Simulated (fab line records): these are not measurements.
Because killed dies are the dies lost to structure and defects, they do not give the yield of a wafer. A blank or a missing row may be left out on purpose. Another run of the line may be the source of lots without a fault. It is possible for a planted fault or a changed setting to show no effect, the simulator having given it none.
Chamber matching || flow n5-finfet || N5_MOL_CONTACT_COAG_ALD_133 on ald-sin-01 has 4 sister chambers
The step deposits SiO2, target thk 5 nm, pulse time 1 s, co reactant pulse time 1 s. 4 wafers are shown with their chamber, then 11 later ones without.

== EACH WAFER AND ITS CHAMBER ==
{"wafer": "L091.2", "chamber": 1, "heater-power-w (W)": 94}
{"wafer": "L092.3", "chamber": 2, "heater-power-w (W)": 88}
{"wafer": "L092.5", "chamber": 0, "heater-power-w (W)": 86}
{"wafer": "L093.2", "chamber": 3, "heater-power-w (W)": 67}

== WAFERS WITH NO CHAMBER GIVEN ==
{"wafer": "L093.3", "heater-power-w (W)": 88}
{"wafer": "L093.4", "heater-power-w (W)": 92}
{"wafer": "L094.3", "heater-power-w (W)": 88}
{"wafer": "L094.5", "heater-power-w (W)": 94}
{"wafer": "L094.6", "heater-power-w (W)": 83}
{"wafer": "L095.2", "heater-power-w (W)": 83}
{"wafer": "L095.5", "heater-power-w (W)": 65}
{"wafer": "L095.6", "heater-power-w (W)": 84}
{"wafer": "L096.1", "heater-power-w (W)": 67}
{"wafer": "L096.2", "heater-power-w (W)": 90}
{"wafer": "L096.5", "heater-power-w (W)": 90}

== WHICH CHAMBER EACH ONE RAN IN ==
{"wafer": "L093.3", "from the rows above": "can't be placed: 2 or 0", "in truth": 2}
{"wafer": "L093.4", "from the rows above": "can't be placed: 1 or 2", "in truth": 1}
{"wafer": "L094.3", "from the rows above": "can't be placed: 2 or 0", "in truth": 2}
{"wafer": "L094.5", "from the rows above": 1, "in truth": 1}
{"wafer": "L094.6", "from the rows above": "can't be placed: 0 or 2", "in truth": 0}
{"wafer": "L095.2", "from the rows above": "can't be placed: 0 or 2", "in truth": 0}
{"wafer": "L095.5", "from the rows above": 3, "in truth": 3}
{"wafer": "L095.6", "from the rows above": "can't be placed: 0 or 2", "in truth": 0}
{"wafer": "L096.1", "from the rows above": 3, "in truth": 3}
{"wafer": "L096.2", "from the rows above": "can't be placed: 2 or 0 or 1", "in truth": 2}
{"wafer": "L096.5", "from the rows above": "can't be placed: 2 or 0 or 1", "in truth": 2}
3 of 11 placed correctly. Not placeable from these rows: 8 (in 8, the candidates include the true chamber). Wrongly placed: 0.
How it was worked out, from the rows above alone: a wafer's distance from a chamber is the root of the sum, over the readings, of the square of ((its reading less the chamber's mean) divided by the reading's scatter). If the next closest chamber is less than 2 further off than the closest, the wafer can't be placed; otherwise it belongs to the closest. A chamber's mean is the mean of its shown wafers. The scatter: with one shown wafer a chamber, the root of the mean of the squares of how far each hidden wafer lies from its nearest shown one.
